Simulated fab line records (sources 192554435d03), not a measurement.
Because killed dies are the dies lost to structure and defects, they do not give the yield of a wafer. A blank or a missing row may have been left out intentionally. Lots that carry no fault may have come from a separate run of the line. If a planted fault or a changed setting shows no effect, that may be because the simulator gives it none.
Matching of chambers ; flow n5Finfet ; N5_MOL_CONTACT_COAG_ETCH_106 on rieDiel-05: 4 sister chambers
The step etches SOC in N2/H2, target depth 80 nm, overetch 16 nm, time 120 s. 8 wafers are shown with their chamber, then 7 later ones without.

## EACH WAFER AND ITS CHAMBER
wafer;chamber;showerheadPlenumPTorr (Torr);throttleValvePct (%)
L079.3;1;2.58;17.92
L079.5;3;2.67;17.57
L080.1;2;2.65;17.62
L080.2;1;2.58;17.93
L087.4;0;2.54;17.87
L087.5;3;2.66;17.60
L088.1;2;2.64;17.65
L088.3;0;2.54;17.91

## WAFERS WHOSE CHAMBER IS MISSING
wafer;showerheadPlenumPTorr (Torr);throttleValvePct (%)
L088.5;2.66;17.59
L090.2;2.56;17.96
L090.5;2.54;17.92
L090.6;2.56;17.95
L094.1;2.54;17.92
L094.2;2.56;18.00
L094.3;2.66;17.62

## WHICH CHAMBER EACH WENT THROUGH
wafer;from the rows above;in truth
L088.5;3;3
L090.2;can't be placed: 1 or 0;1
L090.5;0;0
L090.6;can't be placed: 1 or 0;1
L094.1;0;0
L094.2;can't be placed: 1 or 0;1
L094.3;can't be placed: 3 or 2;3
Correctly placed: 3 of 7. These rows do not allow placing 4 (true chamber among the candidates in 4). 0 placed wrongly.
How it was worked out, from the rows above alone: a wafer's distance from a chamber is the root of the sum, over the readings, of the square of ((its reading less the chamber's mean) divided by the reading's scatter). If the next closest chamber is less than 2 further off than the closest, the wafer can't be placed; otherwise it belongs to the closest. A chamber's mean is the mean of its shown wafers. The scatter: the root of (the sum of the squares of (reading less its chamber's mean) over the shown wafers, divided by (wafers less chambers)).
